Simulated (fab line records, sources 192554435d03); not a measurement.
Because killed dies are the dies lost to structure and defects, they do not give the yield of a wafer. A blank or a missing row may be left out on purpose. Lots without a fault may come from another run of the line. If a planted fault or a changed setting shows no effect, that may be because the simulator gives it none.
Chamber matching + flow n5-finfet + N5_BEOL_M0_ETCH_128 on rie-diel-02: 4 sister chambers
The step etches SiCN in CF4/N2, target depth 12 nm, overetch 5.1 nm, time 21.4 s. 16 wafers are shown with their chamber, then 8 later ones without.

## WAFERS PAIRED WITH THEIR CHAMBERS
| wafer  | chamber | showerhead-plenum-p-Torr (Torr) | drypump-motor-current-A (A) | throttle-valve-pct (%) |
|--------|---------|---------------------------------|-----------------------------|------------------------|
| L075.3 | 2       | 2.21                            | 5.1                         | 15.84                  |
| L075.4 | 0       | 2.33                            | 6.4                         | 15.37                  |
| L075.6 | 1       | 2.19                            | 6.3                         | 15.30                  |
| L078.1 | 3       | 2.22                            | 5.9                         | 15.72                  |
| L078.3 | 1       | 2.18                            | 6.3                         | 15.31                  |
| L078.6 | 2       | 2.20                            | 5.1                         | 15.87                  |
| L086.2 | 1       | 2.18                            | 6.3                         | 15.33                  |
| L086.3 | 0       | 2.33                            | 6.5                         | 15.41                  |
| L086.5 | 3       | 2.22                            | 5.9                         | 15.75                  |
| L085.2 | 1       | 2.18                            | 6.2                         | 15.32                  |
| L085.4 | 3       | 2.22                            | 5.9                         | 15.72                  |
| L085.5 | 2       | 2.20                            | 5.1                         | 15.88                  |
| L087.3 | 1       | 2.18                            | 6.3                         | 15.35                  |
| L087.4 | 2       | 2.20                            | 5.1                         | 15.88                  |
| L087.5 | 2       | 2.20                            | 5.1                         | 15.89                  |
| L090.2 | 1       | 2.18                            | 6.2                         | 15.36                  |

SIGNATURES (means of the wafers above)
| reading                  | chamber 0 | chamber 1 | chamber 2 | chamber 3 | scatter within a chamber |
|--------------------------|-----------|-----------|-----------|-----------|--------------------------|
| showerhead-plenum-p-Torr | 2.3300    | 2.1817    | 2.2020    | 2.2200    | 0.00369                  |
| drypump-motor-current-A  | 6.450     | 6.267     | 5.100     | 5.900     | 0.0391                   |
| throttle-valve-pct       | 15.3900   | 15.3283   | 15.8720   | 15.7300   | 0.0215                   |
Rule: for a wafer and a chamber, the distance is found by dividing, reading by reading, the gap between the wafer's reading and the chamber's mean by the reading's scatter, squaring, summing and taking the root. If the next closest chamber is less than 2 further off than the closest, the wafer can't be placed; otherwise it belongs to the closest. The scatter: the root of (the sum of the squares of (reading less its chamber's mean) over the shown wafers, divided by (wafers less chambers)).

## WAFERS WITH NO CHAMBER GIVEN
| wafer  | showerhead-plenum-p-Torr (Torr) | drypump-motor-current-A (A) | throttle-valve-pct (%) |
|--------|---------------------------------|-----------------------------|------------------------|
| L090.5 | 2.21                            | 5.9                         | 15.76                  |
| L090.6 | 2.32                            | 6.5                         | 15.43                  |
| L091.1 | 2.20                            | 5.1                         | 15.91                  |
| L091.2 | 2.21                            | 5.9                         | 15.77                  |
| L091.6 | 2.21                            | 5.9                         | 15.75                  |
| L094.1 | 2.32                            | 6.5                         | 15.43                  |
| L094.2 | 2.17                            | 6.3                         | 15.36                  |
| L094.3 | 2.21                            | 5.9                         | 15.78                  |

## WHICH CHAMBER EACH ONE RAN IN
| wafer  | from the rows above | in truth |
|--------|---------------------|----------|
| L090.5 | 3                   | 3        |
| L090.6 | 0                   | 0        |
| L091.1 | 2                   | 2        |
| L091.2 | 3                   | 3        |
| L091.6 | 3                   | 3        |
| L094.1 | 0                   | 0        |
| L094.2 | 1                   | 1        |
| L094.3 | 3                   | 3        |
8 of 8 placed correctly. Number that these rows cannot place: 0. 0 placed wrongly.
